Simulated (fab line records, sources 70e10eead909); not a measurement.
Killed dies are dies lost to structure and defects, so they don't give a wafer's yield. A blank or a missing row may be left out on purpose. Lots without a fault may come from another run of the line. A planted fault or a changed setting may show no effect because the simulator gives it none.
Which tool did it? | flow nand_harc | 6 lots, 18 wafers sampled, at 3 steps of a route of 1302

WHAT THE GAUGES READ, wafer by wafer
NHARC_A_ONON_D1_THK_MEAS_11: measures by ellipsometry.
lot  | measured     | on            | thk_nm (nm)
L190 | day 9 14:20  | film_metro-01 | 991 992 991
L194 | day 11 13:10 | film_metro-02 | 1040 1007 1008
L202 | day 14 04:56 | film_metro-01 | 1002 1002 1005
L204 | day 15 09:02 | film_metro-01 | 984 984 984
L206 | day 15 23:04 | film_metro-01 | 1002 1001 1000
L208 | day 17 07:30 | film_metro-01 | 1019 1019 1018

WHICH TOOL RAN EACH LOT (tool, then ch and the chambers of the sampled wafers, then the start)
lot  | NHARC_A_ZERO_WELL_DESCUM_12        | NHARC_A_ONON_D1_DEP_09
L190 | rie_diel-03 ch 1,2, day 8 14:48    | pecvd_onon-04 ch 0, day 9 13:50
L194 | rie_diel-03 ch 0,3, day 10 12:20   | pecvd_onon-01 ch 0, day 11 12:39
L202 | rie_diel-04 ch 0,3, day 13 04:36   | pecvd_onon-02 ch 0, day 14 04:25
L204 | rie_diel-03 ch 1,3, day 14 05:53   | pecvd_onon-01 ch 0, day 15 08:32
L206 | rie_diel-03 ch 0,1,3, day 15 00:50 | pecvd_onon-04 ch 0, day 15 22:34
L208 | rie_diel-03 ch 0,1,3, day 16 08:09 | pecvd_onon-04 ch 0, day 17 07:02
- NHARC_A_ZERO_WELL_DESCUM_12: chemistry O2, time 3 s.
- NHARC_A_ONON_D1_DEP_09: target thk 1000 nm.

THE ANSWER, worked out from the rows above alone
Rule: what is usual is taken from the lots themselves. Put in order of their means at a reading, lots are off if they are a third of the lots or fewer, leave a main group of 4 or more, and stand apart from it by a gap of 3 or more times the standard deviation of the main group's means; of several such gaps the widest counts. A main group whose means are all the same, to the digits that the tables above print for the reading, isn't used. A lot without any number at a reading at which 4 lots or more have one is off too. The other lots that the step has rows for count as sound.
No lot is off at any reading shown: from this, nothing can be told.

WHAT THE SIMULATOR HAD PUT IN
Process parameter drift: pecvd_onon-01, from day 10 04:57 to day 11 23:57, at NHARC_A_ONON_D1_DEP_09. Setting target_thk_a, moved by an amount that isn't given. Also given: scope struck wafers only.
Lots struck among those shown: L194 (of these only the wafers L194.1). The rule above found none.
